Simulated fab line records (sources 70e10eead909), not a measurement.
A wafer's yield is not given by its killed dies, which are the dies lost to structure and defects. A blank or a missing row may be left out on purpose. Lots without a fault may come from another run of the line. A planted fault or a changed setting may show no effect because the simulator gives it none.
A struck lot beside a sound one :: flow nandHarc :: 13 out of 1159 route steps
Sound: these wafers, L723.4, L723.5, L723.6. The struck wafers were L733.1, L733.2, L733.6. The cause is given at the end.
For every step that has rows: the tool of each side, followed by ch and its chambers, followed by its first start. Under that, the readings that differ: sound wafers :: struck wafers :: difference of the means :: sigmas: that difference in standard deviations of wafers without a fault.
alike: readings with means less than 2 such deviations apart, plus words and numbers identical on both sides. not compared: withheld readings, readings lacking a value on some wafer, bounds such as >300 that could conceal the same value, and numbers that have no deviation in the record and whose values overlap.
Wherever a step has rows on one side only, a row that says differs or no value, or a row with sigmas, the two part there. Non-overlapping numbers with no deviation appear without sigmas and do not part them. A reading that every wafer of one side lacks parts them only if that side has two wafers or more.

first, 1 step without rows for these wafers: NHARC_A_SLIT_SRD_20.
NHARC_A_SLIT_CD_MEAS_21:
  sound on cdSem-03 at day 15 16:49; struck on cdSem-01 at day 18 03:13
  alike: cdNm
then, 3 steps without rows for these wafers: NHARC_A_SIN_REMOVE_WET_00 (chemistry H3PO4, time 15300 s); NHARC_A_SIN_REMOVE_PRECLEAN_01 (cleans in SC1); NHARC_A_SIN_REMOVE_SRD_02.
NHARC_A_SIN_REMOVE_INSPECT_04:
  sound on defectInspect-01 at day 16 00:31; struck on defectInspect-02 at day 18 09:16
  alike: rawDefectCount
NHARC_A_WL_FILL_ALD_00: deposits Al2O3, target thk 3 nm, pulse time 3 s, ald cycles 30.
  sound on aldHk-02 ch 0,2,3, day 16 00:38; struck on aldHk-04 ch 0,1,3, day 18 09:34
  alike: heaterPowerW, precursorPulseHeightRel
NHARC_A_WL_FILL_RTA_01: time 5 s.
  sound on rtpAnneal-01 ch 0, day 16 00:56; struck on rtpAnneal-01 ch 0, day 18 09:47
  alike: lampPowerPct, lamp_zone_2_pct, wafer_temp_C_max
NHARC_A_WL_FILL_ALD_02: deposits TiN, target thk 2 nm, pulse time 3 s, ald cycles 100.
  sound on aldMetal-02 ch 1,2, day 16 01:04; struck on aldMetal-03 ch 0,1,2, day 18 10:04
  alike: heaterPowerW, precursorPulseHeightRel
NHARC_A_WL_FILL_CVD_03: deposits W, target thk 40 nm, time 3302 s.
  sound on cvdW-02 ch 0,1, day 16 02:55; struck on cvdW-02 ch 0,1, day 18 10:26
  alike: heaterPowerW, throttleValvePct
NHARC_A_WL_FILL_ETCHBACK_04: etches the open film in NF3, target depth 60 nm, time 120 s.
  sound on rieMetal-02 ch 0,1, day 16 04:55; struck on rieMetal-02 ch 0,1, day 18 13:48
reading: oesProductAu (a.u.)
sound: 0.996 1.000 1.002
struck: 0.741 0.749 0.743
difference: -0.255
sigmas: -35
  alike: drypumpMotorCurrentA
  not compared: rfHoursCounterH
NHARC_A_WL_FILL_ETCHBACK_05: etches the open film in Cl2/BCl3, target depth 22 nm, time 60 s.
  sound on rieMetal-02 ch 0,1, day 16 05:04; struck on rieMetal-02 ch 0,1, day 18 14:02
  alike: drypumpMotorCurrentA, oesProductAu
  not compared: rfHoursCounterH
-- record jumps: 4 days between struck wafers' starts before vs after; left off in module A_WL_FILL, resumes in module END, first step shown is number 1159 of the route --
NHARC_END_SORT_01:
  the record has rows for the struck wafers here (prober-02 ch 0, day 22 15:27) and none for the sound ones

## WHERE THEY PART
First at NHARC_A_WL_FILL_ETCHBACK_04; last, within this record, at NHARC_END_SORT_01.

WHY: the cause the simulator had injected
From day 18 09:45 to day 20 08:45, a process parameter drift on rieMetal-02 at NHARC_A_WL_FILL_ETCHBACK_04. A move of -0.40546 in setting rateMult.
